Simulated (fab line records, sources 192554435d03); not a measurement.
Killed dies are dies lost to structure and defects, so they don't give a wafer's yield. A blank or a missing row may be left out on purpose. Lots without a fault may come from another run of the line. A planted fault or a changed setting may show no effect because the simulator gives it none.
Chamber matching | flow n5_finfet | N5_BEOL_M9_ILD_DEP_00 on pecvd-01: 3 sister chambers
The step deposits SiCOH lowk from DEMS/porogen, target thk 308.51 nm, time 58 s. 16 wafers are shown with their chamber, then 8 later ones without.

WAFERS WITH THEIR CHAMBER
wafer  | chamber | heater_power_outer_w (W) | heater_power_w (W) | throttle_valve_pct (%)
L074.1 | 0       | 155                      | 301                | 13.5
L074.2 | 2       | 184                      | 374                | 13.9
L074.3 | 1       | 85                       | 251                | 14.3
L075.3 | 0       | 168                      | 317                | 13.7
L075.4 | 1       | 89                       | 262                | 14.8
L075.6 | 1       | 91                       | 263                | 14.7
L078.2 | 0       | 176                      | 327                | 13.7
L078.4 | 1       | 85                       | 257                | 14.8
L078.5 | 0       | 183                      | 338                | 13.7
L088.2 | 1       | 90                       | 256                | 14.8
L088.5 | 2       | 192                      | 399                | 13.2
L088.6 | 1       | 94                       | 265                | 15.0
L092.2 | 0       | 170                      | 322                | 13.6
L092.5 | 0       | 179                      | 337                | 13.9
L092.6 | 2       | 170                      | 357                | 13.0
L094.4 | 0       | 184                      | 349                | 13.8

SIGNATURES (means of the wafers above)
reading              | chamber 0 | chamber 1 | chamber 2 | scatter within a chamber
heater_power_outer_w | 173.57    | 89.00     | 182.00    | 8.47
heater_power_w       | 327.29    | 259.00    | 376.67    | 14
throttle_valve_pct   | 13.700    | 14.733    | 13.367    | 0.251
Rule: a wafer's distance from a chamber is the root of the sum, over the readings, of the square of ((its reading less the chamber's mean) divided by the reading's scatter). The wafer belongs to the nearest chamber; if the next one is less than 2 further off, it can't be placed. The scatter: the root of (the sum of the squares of (reading less its chamber's mean) over the shown wafers, divided by (wafers less chambers)).

WAFERS WITHOUT THEIR CHAMBER
wafer  | heater_power_outer_w (W) | heater_power_w (W) | throttle_valve_pct (%)
L094.5 | 137                      | 317                | 13.0
L094.6 | 76                       | 236                | 15.0
L093.1 | 174                      | 324                | 13.9
L093.2 | 194                      | 383                | 13.0
L093.3 | 101                      | 271                | 14.9
L097.4 | 86                       | 251                | 14.8
L097.5 | 189                      | 379                | 13.3
L097.6 | 154                      | 315                | 14.1

WHICH CHAMBER EACH WENT THROUGH
wafer  | from the rows above     | in truth
L094.5 | can't be placed: 0 or 2 | 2
L094.6 | 1                       | 1
L093.1 | 0                       | 0
L093.2 | 2                       | 2
L093.3 | 1                       | 1
L097.4 | 1                       | 1
L097.5 | 2                       | 2
L097.6 | 0                       | 0
Placed correctly: 7 of 8. Can't be placed from these rows: 1 (the true chamber is among the candidates in 1). Placed wrongly: 0.
